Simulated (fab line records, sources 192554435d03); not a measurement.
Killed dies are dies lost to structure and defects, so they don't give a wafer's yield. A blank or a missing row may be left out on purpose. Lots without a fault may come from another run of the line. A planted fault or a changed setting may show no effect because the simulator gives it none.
Chamber matching | flow n5_finfet | N5_BEOL_M2_PRE_CLEAN_60 on cvd_co-02: 3 sister chambers
The step time 15 s. 3 wafers are shown with their chamber, then 11 later ones without.

WAFERS WITH THEIR CHAMBER
wafer  | chamber | heater_power_w (W)
L086.1 | 2       | 108
L086.4 | 1       | 84
L090.3 | 0       | 76

WAFERS WITHOUT THEIR CHAMBER
wafer  | heater_power_w (W)
L090.4 | 109
L090.6 | 85
L092.1 | 106
L092.2 | 84
L092.6 | 77
L094.1 | 111
L094.5 | 75
L094.6 | 85
L097.2 | 76
L097.3 | 85
L097.6 | 85

WHICH CHAMBER EACH WENT THROUGH
wafer  | from the rows above | in truth
L090.4 | 2                   | 2
L090.6 | 1                   | 1
L092.1 | 2                   | 2
L092.2 | 1                   | 1
L092.6 | 0                   | 0
L094.1 | 2                   | 2
L094.5 | 0                   | 0
L094.6 | 1                   | 1
L097.2 | 0                   | 0
L097.3 | 1                   | 1
L097.6 | 1                   | 1
Placed correctly: 11 of 11. Can't be placed from these rows: 0. Placed wrongly: 0.
How it was worked out, from the rows above alone: a wafer's distance from a chamber is the root of the sum, over the readings, of the square of ((its reading less the chamber's mean) divided by the reading's scatter). The wafer belongs to the nearest chamber; if the next one is less than 2 further off, it can't be placed. A chamber's mean is the mean of its shown wafers. The scatter: with one shown wafer a chamber, the root of the mean of the squares of how far each hidden wafer lies from its nearest shown one.
